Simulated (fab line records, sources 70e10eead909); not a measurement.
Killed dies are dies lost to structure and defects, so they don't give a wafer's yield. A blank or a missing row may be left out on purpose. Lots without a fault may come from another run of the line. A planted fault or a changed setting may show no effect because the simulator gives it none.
fab line records | flow nand_harc
record lots=24 wafers=72 last_day=33
route steps=1302 shown P_M0@265 P_M1@296 A_START@389
lots that met no fault: from a run of the same line without faults
start_h: hours from the record's first day to the start of the lot's first wafer shown | wait_h: hours since the lot's step before | " the same as in the row above | L1.1+2: a row that stands for several wafers | - no value, or no start given | * or withheld: withheld | < > ~ a bound
route shown NAME@n: a module of which the file shows steps, and the number in the route of the first | usual: mean/standard deviation of fault-free wafers | same: alike in all rows | chamber/n: place in a boat | sites: the reading at each site | _std_site: their standard deviation | _edge_site: outer sites' mean less inner sites' | radius_mm: how far each site lies from the wafer's centre | mask NAME#n: copy n | behind: the tool/chamber that last shaped the wafer | hold: why the lot was held/for how many hours/how that ended | device: the transistor (n, p or np) that didn't switch | end of line: the same wafers' tests at the end of the route | a step without rows: its recipe alone | killed: dies lost to structure and defects at the first sort, not the wafer's yield | map: a wafer's dies, x killed, . not, _ none there
set.NAME: the setting as run; set.NAME@STEP: as run at that earlier step | model.NAME: the simulator's own value behind a step, which no gauge read
steps of the route over a sample of lots; a table a step, a row a wafer
services: from which hour (start_h, from the record's first day; less than 0 if before it) a tool's chamber was out of use, for how many hours, and why
## steps
# step NHARC_P_M0_INSPECT_11
# usual raw_defect_count=4.3/2.4
# columns lot.wafer tool chamber start_h wait_h raw_defect_count
L074.2 defect_inspect-01 - 122.51 0.0 6
L074.5 " - " " 3
L074.6 " - " " 1
L075.1 defect_inspect-02 - 132.36 0.0 9
L075.4 " - " " 3
L075.5 " - " " 4
L076.1 defect_inspect-01 - 146.39 0.0 3
L076.3 " - " " 1
L076.5 " - " " 2
L077.1 defect_inspect-02 - 149.26 0.0 1
L077.3 " - " " 9
L077.6 " - " " 2
L078.4 defect_inspect-01 - 156.79 0.0 6
L078.5 " - " " 8
L078.6 " - " " 4
L079.1 defect_inspect-02 - 173.74 0.0 6
L079.3 " - " " 3
L079.5 " - " " 3
L080.3 defect_inspect-01 - 174.67 0.0 4
L080.4 " - " " 1
L080.5 " - " " 3
L081.2 defect_inspect-01 - 189.21 0.0 4
L081.3 " - " " 4
L081.5 " - " " 5
L082.2 defect_inspect-02 - 202.51 0.0 5
L082.5 " - " " 2
L082.6 " - " " 1
L083.2 defect_inspect-01 - 208.24 0.0 3
L083.3 " - " " 4
L083.5 " - " " 5
L084.4 defect_inspect-01 - 229.09 0.0 4
L084.5 " - " " 6
L084.6 " - " " 5
L085.2 defect_inspect-01 - 234.94 0.0 3
L085.3 " - " " 3
L085.5 " - " " 5
L086.1 defect_inspect-02 - 244.36 0.0 7
L086.2 " - " " 1
L086.6 " - " " 3
L087.1 defect_inspect-02 - 252.36 0.0 4
L087.2 " - " " 7
L087.3 " - " " 3
L088.1 defect_inspect-02 - 273.32 0.0 6
L088.2 " - " " 1
L088.3 " - " " 3
L089.2 defect_inspect-02 - 274.77 0.0 6
L089.4 " - " " 3
L089.5 " - " " 2
L090.1 defect_inspect-02 - 286.31 0.0 5
L090.5 " - " " 7
L090.6 " - " " 11
L091.1 defect_inspect-01 - 288.37 0.0 3
L091.3 " - " " 0
L091.5 " - " " 2
L092.1 defect_inspect-01 - 302.59 0.0 12
L092.2 " - " " 6
L092.5 " - " " 13
L093.1 defect_inspect-01 - 311.13 0.0 5
L093.3 " - " " 1
L093.4 " - " " 4
L094.2 defect_inspect-02 - 325.41 0.0 4
L094.4 " - " " 0
L094.6 " - " " 4
L095.3 defect_inspect-01 - 326.12 0.0 4
L095.4 " - " " 5
L095.5 " - " " 7
L096.1 defect_inspect-01 - 337.16 0.0 5
L096.4 " - " " 4
L096.5 " - " " 2
L097.1 defect_inspect-02 - 348.85 0.0 6
L097.2 " - " " 2
L097.3 " - " " 4
# step NHARC_P_M0_ETCH_34
# recipe target_depth_a=400 overetch_a=120 time_s=43.94 ion_energy_ev=200 n2_flow_sccm=150 h2_flow_sccm=150 ar_flow_sccm=0 rf_w=400 bias_w=150 chemistry=N2/H2
# usual drypump_motor_current_A=5.6/0.41 mfc_ar_sccm=0.008/0.01 oes_product_au=1.003/0.01 rf_fwd_power_W=394.9/2 rf_vpp_V=431/3.2 showerhead_plenum_p_Torr=2.05/0.11 throttle_valve_pct=14.172/0.0093
# columns lot.wafer tool chamber start_h wait_h drypump_motor_current_A mfc_ar_sccm oes_product_au rf_fwd_power_W rf_hours_counter_h rf_vpp_V showerhead_plenum_p_Torr throttle_valve_pct
L074.2 rie_diel-05 2 122.66 0.1 5.9 0 0.999 394.3 17 432 2.12 14.173
L074.6 " 2 " " 5.9 0 1.012 394.2 - 431 2.12 14.189
L074.5 " 3 " " 5.2 0 1.006 394.4 - 427 1.90 14.171
L075.1 rie_diel-01 0 132.51 0.1 6.0 0 1.010 390.4 28 427 1.96 14.176
L075.4 " 2 " " 6.4 0.019 0.994 396.7 31 428 1.95 14.162
L075.5 " 3 " " 5.7 0 1.010 396.1 - 433 2.09 14.159
L076.1 rie_diel-11 1 146.54 0.1 6.1 0 0.998 398.3 9 427 1.92 14.186
L076.3 " 2 " " 5.8 0.022 1.003 394.8 9 428 1.94 14.162
L076.5 " 0 " " 5.4 0 1.010 393.3 - 434 2.19 14.177
L077.1 rie_diel-01 0 149.41 0.1 6.0 0 1.004 392.0 37 427 1.95 14.179
L077.3 " 2 " " 6.4 0.019 0.995 396.6 40 428 1.95 14.178
L077.6 " 0 " " 6.0 0 0.993 389.6 - 428 1.95 14.164
L078.4 rie_diel-11 3 156.93 0.1 5.1 0.011 0.996 395.4 12 433 2.15 14.188
L078.6 " 3 " " 5.1 0.011 1.002 398.1 - 433 2.15 14.167
L078.5 " 0 " " 5.4 0 1.009 394.4 - 433 2.19 14.175
L079.3 rie_diel-01 2 173.89 0.1 6.4 0.019 0.987 397.7 49 427 1.95 14.165
L079.1 " 0 " " 5.9 0 1.004 390.2 43 429 1.95 14.178
L079.5 " 2 " " 6.4 0.019 0.995 397.6 - 429 1.95 14.161
L080.3 rie_diel-05 0 174.88 0.1 5.0 0.035 1.005 397.6 39 432 2.10 14.174
L080.4 " 2 " " 5.9 0 1.001 395.3 38 432 2.11 14.158
L080.5 " 0 " " 5.0 0.035 1.000 396.3 - 432 2.10 14.174
L081.3 rie_diel-11 2 189.36 0.1 5.7 0.022 0.989 394.9 14 429 1.94 14.163
L081.2 " 0 " " 5.4 0 0.999 392.3 15 435 2.19 14.155
L081.5 " 2 " " 5.8 0.022 0.975 395.7 - 428 1.94 14.167
L082.2 rie_diel-11 2 202.66 0.1 5.8 0.022 0.982 394.8 15 428 1.94 14.178
L082.5 " 2 " " 5.8 0.022 0.979 395.4 - 429 1.94 14.168
L082.6 " 3 " " 5.1 0.011 1.001 395.6 - 434 2.15 14.171
L083.3 rie_diel-05 2 208.41 0.1 5.8 0 1.013 395.3 48 434 2.11 14.177
L083.2 " 0 " " 5.0 0.035 1.004 396.5 48 432 2.10 14.183
L083.5 " 2 " " 5.9 0 1.004 394.9 - 433 2.11 14.184
L084.4 rie_diel-01 3 229.29 0.1 5.8 0 1.000 392.9 9 433 2.08 14.171
L084.6 " 3 " " 5.8 0 1.009 393.2 - 432 2.08 14.176
L084.5 " 0 " " 5.9 0 0.994 391.3 - 428 1.94 14.174
L085.3 rie_diel-11 2 235.09 0.1 5.8 0.022 0.992 395.1 24 428 1.94 14.171
L085.2 " 0 " " 5.4 0 1.007 393.1 27 434 2.18 14.178
L085.5 " 2 " " 5.8 0.022 0.984 396.0 - 428 1.94 14.180
L086.2 rie_diel-01 3 244.51 0.1 5.8 0 0.994 394.8 14 432 2.08 14.187
L086.1 " 0 " " 6.0 0 1.008 392.3 14 427 1.94 14.172
L086.6 " 0 " " 6.0 0 1.012 389.5 - 428 1.94 14.165
L087.3 rie_diel-01 0 252.52 0.1 5.9 0 1.005 389.8 16 427 1.94 14.170
L087.1 " 1 " " 5.2 0.007 0.974 396.4 13 431 2.02 14.164
L087.2 " 2 " " 6.4 0.019 0.990 397.7 14 427 1.94 14.161
L088.2 rie_diel-11 3 273.47 0.1 5.0 0.011 1.011 393.8 0 432 2.15 14.164
L088.3 " 0 " " 5.4 0 1.013 394.3 0 434 2.18 14.180
L088.1 " 1 " " 6.1 0 1.018 397.2 0 427 1.91 14.158
L089.2 rie_diel-11 2 274.93 0.1 5.8 0.022 0.996 395.5 0 428 1.93 14.176
L089.4 " 3 " " 5.0 0.011 1.006 398.0 0 432 2.14 14.177
L089.5 " 1 " " 6.1 0 1.009 396.6 - 428 1.91 14.175
L090.1 rie_diel-11 1 286.46 0.1 6.1 0 0.996 396.3 3 426 1.91 14.167
L090.6 " 3 " " 5.1 0.011 0.990 399.3 - 432 2.14 14.166
L090.5 " 0 " " 5.4 0 1.010 393.2 - 436 2.18 14.166
L091.3 rie_diel-05 3 288.52 0.1 5.2 0 1.008 393.7 17 434 2.21 14.174
L091.1 " 0 " " 5.0 0.035 1.013 398.0 18 432 2.09 14.164
L091.5 " 2 " " 5.9 0 1.010 395.2 - 432 2.10 14.182
L092.2 rie_diel-11 1 302.79 0.1 6.1 0 1.018 396.2 6 427 1.91 14.166
L092.1 " 3 " " 5.1 0.011 1.011 395.6 6 433 2.14 14.156
L092.5 " 2 " " 5.8 0.022 1.003 396.2 - 427 1.93 14.183
L093.4 rie_diel-11 1 311.28 0.1 6.0 0 1.009 396.0 7 427 1.91 14.162
L093.1 " 2 " " 5.8 0.022 1.005 395.8 8 427 1.93 14.161
L093.3 " 3 " " 5.0 0.011 1.005 396.2 7 434 2.14 14.152
L094.2 rie_diel-11 0 325.57 0.1 5.4 0 1.005 393.9 8 434 2.18 14.171
L094.4 " 1 " " 6.1 0 1.019 396.5 8 428 1.91 14.170
L094.6 " 2 " " 5.8 0.022 1.005 393.9 - 427 1.93 14.158
L095.4 rie_diel-11 0 326.27 0.1 5.4 0 0.997 394.3 8 433 2.18 14.178
L095.3 " 1 " " 6.1 0 1.008 393.6 8 427 1.91 14.150
L095.5 " 0 " " 5.4 0 1.013 392.5 - 434 2.18 14.181
L096.4 rie_diel-11 3 337.31 0.1 5.1 0.011 1.006 395.4 12 433 2.14 14.171
L096.1 " 0 " " 5.4 0 1.016 395.1 11 437 2.18 14.150
L096.5 " 3 " " 5.1 0.011 1.003 395.9 - 434 2.14 14.176
L097.2 rie_diel-05 0 349.00 0.1 5.0 0.035 0.999 396.6 38 430 2.08 14.174
L097.1 " 1 " " 5.8 0.012 1.019 392.7 41 435 2.18 14.168
L097.3 " 2 " " 5.8 0 1.012 396.1 34 435 2.09 14.201
# step NHARC_P_M0_THK_MEAS_24
# recipe thk_meas_gauge=xrf
# usual thk_nm=118.2/1.5
# columns lot.wafer tool chamber start_h wait_h thk_nm
L074.2 film_metro-01 - 124.90 - 117.7
L074.5 " - " " 119.7
L074.6 " - " " 117.9
L075.1 film_metro-01 - 134.75 - 119.8
L075.4 " - " " 118.8
L075.5 " - " " 119.2
L076.1 film_metro-01 - 148.82 - 117.3
L076.3 " - " " 119.9
L076.5 " - " " 117.1
L077.1 film_metro-01 - 151.69 - 118.8
L077.3 " - " " 117.6
L077.6 " - " " 119.2
L078.4 film_metro-01 - 159.16 - 118.6
L078.5 " - " " 116.5
L078.6 " - " " 118.3
L079.1 film_metro-02 - 176.11 - 114.9
L079.3 " - " " 116.4
L079.5 " - " " 119.0
L080.3 film_metro-01 - 177.28 - 120.1
L080.4 " - " " 116.3
L080.5 " - " " 117.9
L081.2 film_metro-01 - 191.58 - 118.3
L081.3 " - " " 116.6
L081.5 " - " " 116.6
L082.2 film_metro-01 - 204.87 - 118.6
L082.5 " - " " 120.0
L082.6 " - " " 117.8
L083.2 film_metro-02 - 210.64 - 116.3
L083.3 " - " " 116.8
L083.5 " - " " 117.1
L084.4 film_metro-02 - 231.53 - 116.6
L084.5 " - " " 114.8
L084.6 " - " " 119.4
L085.2 film_metro-01 - 237.34 - 119.1
L085.3 " - " " 119.1
L085.5 " - " " 119.8
L086.1 film_metro-01 - 246.75 - 118.7
L086.2 " - " " 119.1
L086.6 " - " " 119.1
L087.1 film_metro-02 - 254.77 - 116.2
L087.2 " - " " 116.5
L087.3 " - " " 115.7
L088.1 film_metro-02 - 275.69 - 117.8
L088.2 " - " " 117.6
L088.3 " - " " 116.3
L089.2 film_metro-01 - 277.14 - 118.4
L089.4 " - " " 118.5
L089.5 " - " " 117.5
L090.1 film_metro-02 - 288.68 - 117.0
L090.5 " - " " 117.9
L090.6 " - " " 116.9
L091.1 film_metro-02 - 290.78 - 118.1
L091.3 " - " " 116.2
L091.5 " - " " 116.1
L092.1 film_metro-02 - 305.01 - 118.4
L092.2 " - " " 117.2
L092.5 " - " " 117.8
L093.1 film_metro-02 - 313.50 - 119.8
L093.3 " - " " 120.6
L093.4 " - " " 119.8
L094.2 film_metro-01 - 327.83 - 120.0
L094.4 " - " " 120.2
L094.6 " - " " 121.4
L095.3 film_metro-01 - 328.49 - 118.9
L095.4 " - " " 119.9
L095.5 " - " " 119.6
L096.1 film_metro-01 - 339.58 - 120.6
L096.4 " - " " 117.3
L096.5 " - " " 116.3
L097.1 film_metro-01 - 351.22 - 119.1
L097.2 " - " " 117.1
L097.3 " - " " 118.0
# step NHARC_P_M1_OVL_MEAS_10
# recipe pitch_nm=260
# usual overlay_x_nm=-0.1/0.9 overlay_y_nm=0.1/0.83
# columns lot.wafer tool chamber start_h wait_h overlay_x_nm overlay_y_nm
L074.2 overlay-01 - 126.52 - 0.6 0.3
L074.5 " - " " 0.1 0.4
L074.6 " - " " 0.6 0.5
L075.1 overlay-02 - 136.38 - -0.5 -0.1
L075.4 " - " " -0.2 -1.1
L075.5 " - " " -0.2 -1.2
L076.1 overlay-01 - 150.36 - 0.4 -0.5
L076.3 " - " " 0.3 -0.5
L076.5 " - " " 0.1 -0.1
L077.1 overlay-02 - 153.49 - 0.0 0.9
L077.3 " - " " -0.3 0.5
L077.6 " - " " -0.4 0.3
L078.4 overlay-02 - 160.93 - 0.1 1.0
L078.5 " - " " 0.3 0.4
L078.6 " - " " 0.1 0.1
L079.1 overlay-01 - 177.63 - 0.4 -0.3
L079.3 " - " " 0.1 -1.3
L079.5 " - " " 0.8 -1.1
L080.3 overlay-01 - 178.79 - -0.7 -1.2
L080.4 " - " " -0.8 -0.1
L080.5 " - " " -0.4 -0.3
L081.2 overlay-02 - 193.29 - -0.9 1.1
L081.3 " - " " -1.3 1.7
L081.5 " - " " -1.2 1.9
L082.2 overlay-01 - 206.39 - -0.6 -0.4
L082.5 " - " " 0.1 -0.3
L082.6 " - " " 0.3 -0.4
L083.2 overlay-02 - 212.15 - 0.1 0.4
L083.3 " - " " -0.6 0.5
L083.5 " - " " 0.7 -0.1
L084.4 overlay-01 - 233.02 - -0.3 0.9
L084.5 " - " " 0.1 0.9
L084.6 " - " " -0.1 0.9
L085.2 overlay-02 - 238.88 - -0.4 0.3
L085.3 " - " " -0.8 0.2
L085.5 " - " " -0.9 0.3
L086.1 overlay-01 - 248.24 - -2.1 1.9
L086.2 " - " " -2.3 1.8
L086.6 " - " " -2.3 1.7
L087.1 overlay-01 - 256.39 - 1.1 0.3
L087.2 " - " " 0.6 0.0
L087.3 " - " " 0.4 0.3
L088.1 overlay-02 - 277.31 - 0.0 -0.3
L088.2 " - " " 0.2 -0.3
L088.3 " - " " 0.4 -0.2
L089.2 overlay-01 - 278.76 - 1.4 -0.9
L089.4 " - " " 1.0 -0.7
L089.5 " - " " 0.9 -0.1
L090.1 overlay-01 - 290.31 - 1.3 1.5
L090.5 " - " " 1.6 1.0
L090.6 " - " " 1.0 2.1
L091.1 overlay-02 - 292.31 - -0.6 -0.8
L091.3 " - " " -0.7 -0.9
L091.5 " - " " -0.5 -0.5
L092.1 overlay-01 - 306.82 - -1.5 -0.5
L092.2 " - " " -1.0 -0.5
L092.5 " - " " -1.6 -0.2
L093.1 overlay-02 - 315.42 - 0.3 -0.7
L093.3 " - " " -0.1 -1.1
L093.4 " - " " 0.1 -0.8
L094.2 overlay-02 - 329.34 - -0.4 0.4
L094.4 " - " " -0.1 0.1
L094.6 " - " " -0.5 0.7
L095.3 overlay-01 - 330.13 - 1.5 -1.0
L095.4 " - " " 1.3 -1.2
L095.5 " - " " 1.4 -1.2
L096.1 overlay-01 - 341.26 - -1.0 0.1
L096.4 " - " " -1.0 0.5
L096.5 " - " " 0.0 0.5
L097.1 overlay-01 - 352.85 - -1.4 -0.1
L097.2 " - " " -1.6 -0.2
L097.3 " - " " -1.4 0.4
# step NHARC_P_M1_ETCH_15
# recipe target_depth_a=1825 time_s=91.2 c4f8_flow_sccm=withheld ar_flow_sccm=400 rf_w=600 bias_w=300 chemistry=C4F8/Ar
# usual oes_product_au=0.948/0.02 rf_fwd_power_W=596.4/2 rf_vpp_V=440.0/1.9
# columns lot.wafer tool chamber start_h wait_h oes_product_au rf_fwd_power_W rf_hours_counter_h rf_vpp_V
L074.2 rie_diel-07 1 - - 0.974 597.5 0 436.5
L074.6 " 2 " " 0.960 595.6 - 441.7
L074.5 " 3 " " 0.961 593.6 - 442.3
L075.1 rie_diel-07 3 - - 0.977 595.8 1 440.4
L075.4 " 1 " " 0.958 595.7 1 436.1
L075.5 " 3 " " 0.976 597.5 - 441.1
L076.1 rie_diel-02 1 - - 0.952 596.7 6 440.0
L076.3 " 0 " " 0.974 595.7 6 440.1
L076.5 " 1 " " 0.961 595.0 - 440.7
L077.3 rie_diel-07 2 - - 0.957 596.0 2 442.0
L077.1 " 1 " " 0.956 597.9 4 437.1
L077.6 " 3 " " 0.967 594.4 - 440.8
L078.4 rie_diel-07 1 - - 0.965 594.7 5 435.8
L078.5 " 0 " " 0.962 598.6 - 440.4
L078.6 " 1 " " 0.948 595.3 - 437.5
L079.1 rie_diel-07 0 - - 0.918 595.1 4 440.7
L079.3 " 1 " " 0.928 594.7 6 436.1
L079.5 " 3 " " 0.932 594.7 - 440.6
L080.4 rie_diel-07 3 - - 0.983 594.6 6 441.4
L080.3 " 2 " " 0.945 596.4 5 440.3
L080.5 " 0 " " 0.965 596.7 - 439.8
L081.3 rie_diel-07 3 - - 0.966 597.1 8 440.9
L081.2 " 2 " " 0.955 595.4 6 441.5
L081.5 " 3 " " 0.969 596.4 - 440.5
L082.2 rie_diel-07 2 - - 0.957 594.2 7 442.8
L082.6 " 2 " " 0.951 594.2 - 441.6
L082.5 " 3 " " 0.959 597.7 - 441.4
L083.2 rie_diel-02 0 - - 0.980 598.1 9 441.0
L083.3 " 1 " " 0.942 597.3 10 440.1
L083.5 " 3 " " 0.975 599.3 - 438.4
L084.4 rie_diel-02 1 - - 0.958 593.8 1 441.0
L084.5 " 1 " " 0.973 594.7 - 439.2
L084.6 " 2 " " 0.955 598.4 - 440.9
L085.3 rie_diel-07 3 - - 0.966 593.2 12 440.3
L085.2 " 0 " " 0.959 595.5 8 439.1
L085.5 " 2 " " 0.977 597.7 - 441.5
L086.1 rie_diel-02 0 - - 0.964 593.5 2 440.7
L086.2 " 2 " " 0.971 597.2 1 441.4
L086.6 " 0 " " 0.954 592.8 - 439.9
L087.2 rie_diel-02 0 - - 0.945 597.3 3 440.7
L087.3 " 1 " " 0.956 594.4 2 439.8
L087.1 " 2 " " 0.969 597.0 2 440.8
L088.1 rie_diel-07 0 - - 0.934 597.0 11 440.9
L088.3 " 1 " " 0.927 595.9 15 437.5
L088.2 " 3 " " 0.959 595.5 12 440.6
L089.2 rie_diel-09 1 - - 0.927 594.1 35 443.6
L089.4 " 0 " " 0.937 596.7 33 442.6
L089.5 " 1 " " 0.926 590.8 - 443.5
L090.1 rie_diel-07 1 - - 0.931 595.7 16 436.9
L090.5 " 3 " " 0.927 595.4 - 441.6
L090.6 " 0 " " 0.916 598.3 - 439.7
L091.1 rie_diel-02 0 - - 0.944 591.7 5 438.9
L091.3 " 2 " " 0.964 596.4 4 442.5
L091.5 " 0 " " 0.943 592.8 - 440.8
L092.1 rie_diel-02 1 - - 0.924 593.9 6 439.8
L092.2 " 3 " " 0.926 597.7 6 436.9
L092.5 " 2 " " 0.928 600.0 - 441.6
L093.3 rie_diel-02 3 - - 0.970 597.8 7 439.2
L093.1 " 0 " " 0.951 599.6 8 441.1
L093.4 " 1 " " 0.942 593.3 7 439.3
L094.4 rie_diel-07 1 - - 0.932 593.8 2 436.0
L094.2 " 3 " " 0.936 596.0 1 441.0
L094.6 " 2 " " 0.909 598.3 - 440.0
L095.4 rie_diel-02 1 - - 0.912 594.8 8 440.9
L095.3 " 3 " " 0.937 598.3 7 438.4
L095.5 " 1 " " 0.921 598.4 - 439.6
L096.1 rie_diel-02 3 - - 0.933 601.4 8 437.9
L096.4 " 2 " " 0.921 598.6 7 442.2
L096.5 " 0 " " 0.933 596.7 - 441.0
L097.2 rie_diel-07 1 - - 0.935 596.8 3 436.5
L097.3 " 2 " " 0.924 596.3 3 440.6
L097.1 " 3 " " 0.939 596.1 3 439.5
# step NHARC_A_START_INSPECT_01
# usual raw_defect_count=3.5/1.9
# columns lot.wafer tool chamber start_h wait_h raw_defect_count
L074.2 defect_inspect-02 - 138.57 - 3
L074.5 " - " " 3
L074.6 " - " " 6
L075.1 defect_inspect-01 - 148.13 - 5
L075.4 " - " " 7
L075.5 " - " " 2
L076.1 defect_inspect-02 - 163.16 - 5
L076.3 " - " " 4
L076.5 " - " " 3
L077.1 defect_inspect-02 - 165.70 - 5
L077.3 " - " " 2
L077.6 " - " " 5
L078.4 defect_inspect-01 - 172.86 - 1
L078.5 " - " " 2
L078.6 " - " " 3
L079.1 defect_inspect-02 - 189.39 - 4
L079.3 " - " " 3
L079.5 " - " " 6
L080.3 defect_inspect-01 - 190.55 - 4
L080.4 " - " " 4
L080.5 " - " " 6
L081.2 defect_inspect-01 - 205.21 - 0
L081.3 " - " " 3
L081.5 " - " " 3
L082.2 defect_inspect-01 - 218.22 - 2
L082.5 " - " " 2
L082.6 " - " " 4
L083.2 defect_inspect-02 - 223.97 - 3
L083.3 " - " " 3
L083.5 " - " " 5
L084.4 defect_inspect-01 - 244.78 - 7
L084.5 " - " " 3
L084.6 " - " " 7
L085.2 defect_inspect-01 - 250.63 - 6
L085.3 " - " " 4
L085.5 " - " " 5
L086.1 defect_inspect-01 - 260.09 - 2
L086.2 " - " " 2
L086.6 " - " " 2
L087.1 defect_inspect-01 - 269.60 - 5
L087.2 " - " " 2
L087.3 " - " " 2
L088.1 defect_inspect-02 - 289.29 - 3
L088.2 " - " " 1
L088.3 " - " " 4
L089.2 defect_inspect-01 - 290.60 - 7
L089.4 " - " " 4
L089.5 " - " " 8
L090.1 defect_inspect-02 - 302.50 - 5
L090.5 " - " " 5
L090.6 " - " " 2
L091.1 defect_inspect-01 - 304.42 - 3
L091.3 " - " " 0
L091.5 " - " " 4
L092.1 defect_inspect-01 - 319.35 - 2
L092.2 " - " " 4
L092.5 " - " " 2
L093.1 defect_inspect-02 - 328.82 - 4
L093.3 " - " " 3
L093.4 " - " " 2
L094.2 defect_inspect-02 - 341.54 - 2
L094.4 " - " " 4
L094.6 " - " " 7
L095.3 defect_inspect-02 - 342.32 - 1
L095.4 " - " " 5
L095.5 " - " " 4
L096.1 defect_inspect-01 - 353.49 - 3
L096.4 " - " " 6
L096.5 " - " " 2
L097.1 defect_inspect-02 - 365.19 - 3
L097.2 " - " " 4
L097.3 " - " " 1
## services
# columns tool chamber start_h hours kind
rie_diel-09 0 116.60 13.7 repair
rie_diel-07 - 117.25 9.0 pm
rie_diel-02 1 123.17 6.3 repair
rie_diel-07 2 137.96 6.3 repair
rie_diel-07 0 143.14 15.0 repair
rie_diel-09 - 143.46 9.0 pm
rie_diel-01 3 145.31 1.2 repair
rie_diel-01 - 204.24 9.0 pm
rie_diel-11 3 210.87 4.8 repair
rie_diel-05 1 214.95 5.1 repair
rie_diel-02 - 216.70 9.0 pm
rie_diel-05 3 224.80 7.2 repair
rie_diel-05 - 229.62 9.0 pm
rie_diel-11 - 234.62 0.3 repair
rie_diel-07 3 242.98 24.6 repair
rie_diel-11 - 255.69 9.0 pm
rie_diel-01 1 277.24 7.9 repair
rie_diel-07 - 294.25 9.0 pm
rie_diel-02 2 302.64 4.4 repair
rie_diel-01 0 321.87 11.6 repair
rie_diel-05 2 327.15 9.6 repair
rie_diel-07 - 339.53 2.2 repair
rie_diel-02 1 347.16 10.0 repair
rie_diel-02 0 350.92 1.4 repair
## key
fault none
